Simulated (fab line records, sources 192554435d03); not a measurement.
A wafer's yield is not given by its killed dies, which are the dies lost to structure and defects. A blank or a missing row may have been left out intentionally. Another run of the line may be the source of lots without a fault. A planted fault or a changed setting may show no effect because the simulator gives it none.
Matching of chambers / flow n5 finfet / N5_FIN_SAQP_ETCH_67 on rie diel-06 has 4 sister chambers
The step etches SiNx in CH3F/O2, target depth 30 nm. 22 wafers are shown with their chamber, then 11 later ones without.

## WAFERS, EACH WITH ITS CHAMBER
wafer=L074.2; chamber=2; throttle valve pct (%)=16.45; drypump motor current A (A)=5.66; rf vpp V (V)=301
wafer=L074.3; chamber=0; throttle valve pct (%)=15.82; drypump motor current A (A)=5.54; rf vpp V (V)=317
wafer=L074.4; chamber=1; throttle valve pct (%)=16.66; drypump motor current A (A)=5.94; rf vpp V (V)=295
wafer=L082.1; chamber=1; throttle valve pct (%)=16.65; drypump motor current A (A)=5.94; rf vpp V (V)=296
wafer=L082.3; chamber=2; throttle valve pct (%)=16.46; drypump motor current A (A)=5.64; rf vpp V (V)=300
wafer=L082.5; chamber=2; throttle valve pct (%)=16.48; drypump motor current A (A)=5.65; rf vpp V (V)=299
wafer=L084.3; chamber=0; throttle valve pct (%)=15.85; drypump motor current A (A)=5.56; rf vpp V (V)=317
wafer=L084.4; chamber=1; throttle valve pct (%)=16.67; drypump motor current A (A)=5.94; rf vpp V (V)=293
wafer=L084.5; chamber=1; throttle valve pct (%)=16.65; drypump motor current A (A)=5.93; rf vpp V (V)=293
wafer=L086.2; chamber=1; throttle valve pct (%)=16.68; drypump motor current A (A)=5.93; rf vpp V (V)=294
wafer=L086.5; chamber=0; throttle valve pct (%)=15.87; drypump motor current A (A)=5.57; rf vpp V (V)=318
wafer=L086.6; chamber=3; throttle valve pct (%)=16.12; drypump motor current A (A)=6.03; rf vpp V (V)=285
wafer=L087.1; chamber=1; throttle valve pct (%)=16.68; drypump motor current A (A)=5.93; rf vpp V (V)=294
wafer=L087.4; chamber=3; throttle valve pct (%)=16.13; drypump motor current A (A)=6.06; rf vpp V (V)=284
wafer=L087.5; chamber=1; throttle valve pct (%)=16.68; drypump motor current A (A)=5.93; rf vpp V (V)=293
wafer=L088.2; chamber=3; throttle valve pct (%)=16.15; drypump motor current A (A)=6.01; rf vpp V (V)=286
wafer=L088.4; chamber=0; throttle valve pct (%)=15.86; drypump motor current A (A)=5.56; rf vpp V (V)=317
wafer=L088.6; chamber=3; throttle valve pct (%)=16.13; drypump motor current A (A)=6.03; rf vpp V (V)=285
wafer=L089.2; chamber=3; throttle valve pct (%)=16.14; drypump motor current A (A)=6.03; rf vpp V (V)=285
wafer=L089.4; chamber=1; throttle valve pct (%)=16.69; drypump motor current A (A)=5.93; rf vpp V (V)=295
wafer=L089.6; chamber=2; throttle valve pct (%)=16.51; drypump motor current A (A)=5.67; rf vpp V (V)=300
wafer=L092.3; chamber=3; throttle valve pct (%)=16.15; drypump motor current A (A)=6.04; rf vpp V (V)=284

SIGNATURES, as means of the wafers listed above
reading=throttle valve pct; chamber 0=15.8500; chamber 1=16.6700; chamber 2=16.4750; chamber 3=16.1367; scatter within a chamber=0.018
reading=drypump motor current A; chamber 0=5.5575; chamber 1=5.9337; chamber 2=5.6550; chamber 3=6.0333; scatter within a chamber=0.0118
reading=rf vpp V; chamber 0=317.25; chamber 1=294.12; chamber 2=300.00; chamber 3=284.83; scatter within a chamber=0.896
Rule: for each reading, subtract the chamber's mean from the wafer's reading, divide by that reading's scatter and square the result; add these up over the readings and take the root, which gives the wafer's distance from the chamber. If the next closest chamber is less than 2 further off than the closest, the wafer can't be placed; otherwise it belongs to the closest. The scatter: the root of (the sum of the squares of (reading less its chamber's mean) over the shown wafers, divided by (wafers less chambers)).

## WAFERS WITH NO CHAMBER GIVEN
wafer=L092.4; throttle valve pct (%)=15.88; drypump motor current A (A)=5.52; rf vpp V (V)=317
wafer=L092.5; throttle valve pct (%)=16.15; drypump motor current A (A)=6.03; rf vpp V (V)=285
wafer=L093.2; throttle valve pct (%)=16.53; drypump motor current A (A)=5.66; rf vpp V (V)=301
wafer=L093.4; throttle valve pct (%)=15.87; drypump motor current A (A)=5.60; rf vpp V (V)=317
wafer=L093.5; throttle valve pct (%)=16.16; drypump motor current A (A)=6.06; rf vpp V (V)=286
wafer=L094.1; throttle valve pct (%)=16.17; drypump motor current A (A)=6.03; rf vpp V (V)=284
wafer=L094.2; throttle valve pct (%)=16.70; drypump motor current A (A)=5.92; rf vpp V (V)=294
wafer=L094.4; throttle valve pct (%)=15.88; drypump motor current A (A)=5.58; rf vpp V (V)=317
wafer=L096.1; throttle valve pct (%)=16.71; drypump motor current A (A)=5.92; rf vpp V (V)=293
wafer=L096.2; throttle valve pct (%)=16.17; drypump motor current A (A)=6.06; rf vpp V (V)=286
wafer=L096.3; throttle valve pct (%)=16.54; drypump motor current A (A)=5.65; rf vpp V (V)=300

## WHICH CHAMBER EACH ONE RAN IN
wafer=L092.4; from the rows above=0; in truth=0
wafer=L092.5; from the rows above=3; in truth=3
wafer=L093.2; from the rows above=2; in truth=2
wafer=L093.4; from the rows above=0; in truth=0
wafer=L093.5; from the rows above=3; in truth=3
wafer=L094.1; from the rows above=3; in truth=3
wafer=L094.2; from the rows above=1; in truth=1
wafer=L094.4; from the rows above=0; in truth=0
wafer=L096.1; from the rows above=1; in truth=1
wafer=L096.2; from the rows above=3; in truth=3
wafer=L096.3; from the rows above=2; in truth=2
11 of 11 placed correctly. From these rows, 0 cannot be placed. 0 placed wrongly.
